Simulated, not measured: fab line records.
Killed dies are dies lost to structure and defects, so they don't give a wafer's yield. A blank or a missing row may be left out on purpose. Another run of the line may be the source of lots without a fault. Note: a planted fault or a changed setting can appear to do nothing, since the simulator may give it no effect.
Split-lot experiment | flow n5_finfet | route with 1938 steps; 7 lots, 39 wafers read

== ON THE SPLIT ==
At N5_FIN_CUT_CUT_ETCH_26 (etches SiNx in CH3F/O2, target depth 39 nm, time 55.7 s), the setting source_w was moved away from the recipe's 395 W on 12 of the 39 wafers read, by -16.2% to -7.5%. For the rest of the wafers, this setting stayed at what the recipe calls for.

The reading comes from the split's own step.

== THE READING ==
rf_vpp_V, in V, at N5_FIN_CUT_CUT_ETCH_26 (etches SiNx in CH3F/O2, target depth 39 nm, time 55.7 s). A value of 296 V with a standard deviation of 5.6 V is what fault-free wafers of this fab line usually give.

wafer  | tool, chamber at the split | source_w as run, W | against the recipe | rf_vpp_V, V | against lot-mates on the recipe
L078.1 | rie_diel-01, 2             | 331.9              | -16.0%             | 316         | +24
L078.2 | rie_diel-01, 1             | 395                | recipe             | 289         | -
L078.3 | rie_diel-01, 3             | 395                | recipe             | 295         | -
L078.4 | rie_diel-01, 0             | 331.9              | -16.0%             | 323         | +31
L078.5 | rie_diel-01, 2             | 331.9              | -16.0%             | 317         | +25
L078.6 | rie_diel-01, 1             | 395                | recipe             | 291         | -
L079.1 | rie_diel-05, 1             | 395                | recipe             | 295         | -
L079.2 | rie_diel-05, 3             | 395                | recipe             | 288         | -
L079.5 | rie_diel-05, 2             | 395                | recipe             | 306         | -
L080.1 | rie_diel-01, 0             | 331                | -16.2%             | 323         | +31
L080.2 | rie_diel-01, 2             | 395                | recipe             | 291         | -
L080.3 | rie_diel-01, 3             | 395                | recipe             | 296         | -
L080.4 | rie_diel-01, 1             | 395                | recipe             | 290         | -
L080.5 | rie_diel-01, 2             | 331                | -16.2%             | 316         | +24
L080.6 | rie_diel-01, 3             | 331                | -16.2%             | 321         | +29
L088.1 | rie_diel-04, 2             | 395                | recipe             | 299         | -
L088.2 | rie_diel-04, 1             | 395                | recipe             | 301         | -
L088.3 | rie_diel-04, 0             | 395                | recipe             | 289         | -
L088.4 | rie_diel-04, 3             | 395                | recipe             | 295         | -
L088.5 | rie_diel-04, 3             | 395                | recipe             | 295         | -
L088.6 | rie_diel-04, 0             | 395                | recipe             | 289         | -
L092.1 | rie_diel-04, 0             | 356.2              | -9.8%              | 304         | +7
L092.2 | rie_diel-04, 1             | 395                | recipe             | 299         | -
L092.3 | rie_diel-04, 3             | 395                | recipe             | 295         | -
L092.4 | rie_diel-04, 3             | 395                | recipe             | 297         | -
L092.5 | rie_diel-04, 1             | 356.2              | -9.8%              | 312         | +15
L092.6 | rie_diel-04, 0             | 356.2              | -9.8%              | 304         | +7
L095.1 | rie_diel-01, 1             | 365.4              | -7.5%              | 299         | +5
L095.2 | rie_diel-01, 3             | 395                | recipe             | 296         | -
L095.3 | rie_diel-01, 2             | 395                | recipe             | 293         | -
L095.4 | rie_diel-01, 2             | 395                | recipe             | 292         | -
L095.5 | rie_diel-01, 3             | 365.4              | -7.5%              | 306         | +12
L095.6 | rie_diel-01, 1             | 365.4              | -7.5%              | 300         | +6
L096.1 | rie_diel-05, 3             | 395                | recipe             | 288         | -
L096.2 | rie_diel-05, 1             | 395                | recipe             | 294         | -
L096.3 | rie_diel-05, 0             | 395                | recipe             | 303         | -
L096.4 | rie_diel-05, 2             | 395                | recipe             | 308         | -
L096.5 | rie_diel-05, 1             | 395                | recipe             | 295         | -
L096.6 | rie_diel-05, 0             | 395                | recipe             | 302         | -

THE FIT
A straight line over all 39 wafers: rf_vpp_V changes by -1.42 V for each +1% of source_w; r = -0.87; the points scatter about the line by 5.1 V.
The same after taking each lot's own level away (the mean of its wafers on the recipe; 39 wafers): -1.58 V for each +1%; r = -0.89; scatter 4.9 V.
On that fit, the largest move of source_w shifts the reading by 26 V.
Measured against the standard deviation above, the lots' own levels, which go from 291.7 to 298.3 V, span 1.2 times it.
The two slopes are in agreement: the lot-to-lot level therefore moves the slope only a little.
Check: with one of the wafers moved furthest among these (-16.2%) left out of the fit, the line predicts +24.2 V for it against its lot-mates. Against them it came out at +30.7 V.
Tool readings at the split's step, against how far the setting was moved: rf_vpp_V r = -0.87.

== OTHER SPLITS ON THESE WAFERS ==
These wafers also went through other splits before the reading. Each is held against what the fit with the lots' levels taken away leaves over:
other split on the same wafers          | wafers away from the commonest value | r with rf_vpp_V (lot level and that fit taken away)
N5_ZERO_LAYER_PECVD_02 target_thk_a     | 15                                   | -0.12
N5_WELL_APT_EXPOSE_05 dose_mj           | 12                                   | +0.11
N5_FIN_SAQP_SPACER2_ALD_28 target_thk_a | 6                                    | -0.21

== THE WHOLE CHAIN: every reading that the file lists as answering this split, in the file's order ==
step                   | what it does                                            | reading                                                        | change (the file's fit)               | r (the file's)
N5_FIN_CUT_CUT_ETCH_26 | etches SiNx in CH3F/O2, target depth 39 nm, time 55.7 s | rf_vpp_V                                                       | -1.56 V for each +1% of the setting   | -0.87
N5_FIN_CUT_CUT_ETCH_26 | etches SiNx in CH3F/O2, target depth 39 nm, time 55.7 s | etch.depth_nm (the simulator's own value, which no gauge read) | +0.141 nm for each +1% of the setting | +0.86

== FILE'S OWN FIT ==
rf_vpp_V changes by -1.56 V for each +1% of source_w, r = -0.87.
